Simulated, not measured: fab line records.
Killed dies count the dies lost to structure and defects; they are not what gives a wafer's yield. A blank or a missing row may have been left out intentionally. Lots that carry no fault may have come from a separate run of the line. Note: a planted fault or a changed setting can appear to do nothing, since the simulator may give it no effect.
Code-filled problem report in 8D (eight disciplines) form | flow n5 finfet | the parts of the form that need people (team, actions taken, sign-off) are left out

## 1. WHAT IS WRONG
A mean of 48.4 nm is read at N5_BEOL_M1_OCD_MEAS_38 for trench depth nm, taken on 1 wafer of 1 lot, against 55.1 nm (standard deviation 1.3) on wafers free of any fault. Measured from the usual mean, that is -5.2 standard deviations.
The first sign was on wafer L601.5 at day 11 17:40, on ocd-02. The record holds 26 wafers of 9 lots with a number at this step. Rule for "out", or "out of limits": more than 4 standard deviations from the usual mean. The other wafers with a number count as sound.

## 2. WHAT IT IS, WHAT IT ISN'T
question                    | is                | is not
which readings at this step | trench depth nm   | -
which lots                  | L601              | L581, L586, L587, L589, L590, L592, L603, L604
which wafers of those lots  | L601.5            | L601.4
read on which gauges        | ocd-02            | ocd-01
when                        | from day 11 17:40 | up to then (19 sound wafers); but 6 sound wafers of L603, L604 came after

## 3. SUSPECTS, AND WHAT RULES EACH OUT
Counting: a tool at a process step up to the reading stays a suspect if it ran every lot that is out. Sound lots after the first of them don't rule it out here, since some wafers of a struck lot are sound.
- the gauge at N5_BEOL_M1_OCD_MEAS_38 is ruled out. All the wafers that are out were read on ocd-02, but those of them that N5_BEOL_M1_TRENCH_ETCH_37 has rows for are out there too, on other tools.
- rie diel-04 at N5_BEOL_M1_ETCH_64 (etches SOC in N2/H2, target depth 75 nm, overetch 15 nm, time 112.5 s): kept. It processed L601, the lot that is out, at day 11 08:43, and its most recent sound lot before then was L589 at day 8 04:37.
- rie diel-06 at N5_BEOL_M1_ETCHBACK_99 (etches SiO2 in CHF3, target depth 5 nm, time 10.4 s): kept. It processed L601, the lot that is out, at day 11 17:17, and its most recent sound lot before then was L587 at day 8 05:12.
- rie diel-06 at N5_BEOL_M1_TRENCH_ETCH_37 (etches SiOC in C4F6/O2, target depth 55.207 nm, time 29 s): kept. It processed L601, the lot that is out, at day 11 17:31, and its most recent sound lot before then was L587 at day 8 05:26. Its own run length s readings are out on those wafers.
- Within rie diel-04 at N5_BEOL_M1_ETCH_64, the wafers that are out were processed in chamber 3 and their sound lot-mates in chamber 2.
- Within rie diel-06 at N5_BEOL_M1_ETCHBACK_99, the wafers that are out were processed in chamber 2 and their sound lot-mates in chamber 0.
- Within rie diel-06 at N5_BEOL_M1_TRENCH_ETCH_37, the wafers that are out were processed in chamber 2 and their sound lot-mates in chamber 0.
After the count, these remain: rie diel-04 at N5_BEOL_M1_ETCH_64, rie diel-06 at N5_BEOL_M1_ETCHBACK_99 and rie diel-06 at N5_BEOL_M1_TRENCH_ETCH_37.

## 4. THE CAUSE (what the simulator had put in)
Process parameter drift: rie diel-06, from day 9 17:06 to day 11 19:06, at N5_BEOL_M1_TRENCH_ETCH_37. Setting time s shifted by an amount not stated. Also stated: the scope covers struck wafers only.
Counting left 3 suspects, and this tool is among them.

## 5. THE EFFECT CHAIN, in route order
One row per reading whose mean, taken over the struck wafers that have a number, lies over 3 standard deviations from the usual. Readings are gone through only where the record gives a usual standard deviation; hours: the median, over the lots, of the time from a lot's start at the first step in this table giving one to that lot's start at this step; sigmas: the change measured in usual standard deviations.
hours | step                      | reading         | usual   | on struck wafers | change | sigmas
0     | N5_BEOL_M1_TRENCH_ETCH_37 | run length s    | 52.2 s  | 48.4             | -3.8   | -7.3
0     | N5_BEOL_M1_OCD_MEAS_38    | trench depth nm | 55.1 nm | 48.4             | -6.7   | -5.2
It contains these process steps:
- N5_BEOL_M1_TRENCH_ETCH_37: etches SiOC in C4F6/O2, target depth 55.207 nm, time 29 s.
Later measuring or inspecting steps at which every struck wafer that the step has a row for has a number for every such reading, and none has moved that far: N5_BEOL_M4_RC_MEAS_101.

## 6. HOW IT WOULD HAVE BEEN CAUGHT EARLIER
The first out-of-limits reading at a measuring or inspecting step in this record came at day 11 17:40, 49 hours after the fault's start at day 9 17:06.
At N5_BEOL_M1_TRENCH_ETCH_37, the tool's own readings (run length s) were out on each struck wafer the step has a row for, so an alarm limit on them would have fired on the first such wafer.
All the lots that are out (1) had begun N5_BEOL_M1_TRENCH_ETCH_37 on rie diel-06 by day 11 17:40. A hold on the tool at that time would have spared none of them.
